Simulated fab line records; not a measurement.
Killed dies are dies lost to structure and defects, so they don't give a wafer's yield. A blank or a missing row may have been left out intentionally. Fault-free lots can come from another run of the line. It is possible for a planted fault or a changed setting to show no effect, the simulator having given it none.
The tool behind it: which one? ; flow n5_finfet ; 10 lots with 29 wafers sampled at 2 steps, on a route of 1938 steps

WHAT THE GAUGES READ, wafer by wafer
N5_BEOL_M11_CD_MEAS_35: target cd 70 nm.
lot;measured;on;cd_nm (nm)
L936;day 11 11:18;cd_sem-01;70.4 71.1 70.9
L935;day 12 01:21;cd_sem-03;68.9 70.8 69.6
L940;day 13 03:46;cd_sem-02;70.0 70.9 70.3
L944;day 13 20:22;cd_sem-01;72.4 71.6
L948;day 15 11:04;cd_sem-01;70.7 69.6 70.1
L951;day 16 15:07;cd_sem-02;70.3 69.7 69.3
L953;day 17 02:41;cd_sem-02;70.0 70.9 70.9
L955;day 18 01:58;cd_sem-03;70.9 69.4 70.0
L958;day 18 02:52;cd_sem-03;68.7 70.1 69.9
L956;day 18 01:59;cd_sem-01;69.9 70.6 70.5

WHICH TOOL RAN EACH LOT (tool, then ch and the chambers of the sampled wafers, then the start)
lot;N5_BEOL_M11_ETCH_62
L936;rie_diel-02 ch 1,2,3, day 11 07:56
L935;rie_diel-01 ch 0,2, day 11 16:17
L940;rie_diel-02 ch 0,1,3, day 13 01:18
L944;rie_diel-01 ch 0, day 13 18:40
L948;rie_diel-02 ch 0,1, day 15 09:13
L951;rie_diel-01 ch 0,2,3, day 16 13:35
L953;rie_diel-03 ch 0,3, day 16 22:32
L955;rie_diel-01 ch 1,2,3, day 17 22:46
L958;rie_diel-01 ch 1,3, day 17 23:01
L956;rie_diel-01 ch 2,3, day 17 23:16
- N5_BEOL_M11_ETCH_62: etches SOC in N2/H2, target depth 110 nm, overetch 22 nm, time 165 s.

THE ANSWER, worked out from the rows above alone
Rule: usual is defined by the lots themselves. Put in order of their means at a reading, lots are off if they are a third of the lots or fewer, leave a main group of 4 or more, and stand apart from it by a gap of 3 or more times the standard deviation of the main group's means; of several such gaps the widest counts. The tables above print the reading to a certain number of digits; a main group whose means all agree to those digits is not used. Also off: a lot with no number at a reading for which 4 or more lots have one. Any other lot the step has rows for is counted as sound.
Off: L944, at N5_BEOL_M11_CD_MEAS_35 (cd_nm). For the main group the mean is 70.2 nm and the standard deviation 0.39.
A tool fits if, at a process step before that reading, it ran every lot that is off, and no sound lot after the first of them. The gauges at N5_BEOL_M11_CD_MEAS_35 are tried like those tools. No candidate that was tried fits.

WHAT WAS PUT IN BY THE SIMULATOR
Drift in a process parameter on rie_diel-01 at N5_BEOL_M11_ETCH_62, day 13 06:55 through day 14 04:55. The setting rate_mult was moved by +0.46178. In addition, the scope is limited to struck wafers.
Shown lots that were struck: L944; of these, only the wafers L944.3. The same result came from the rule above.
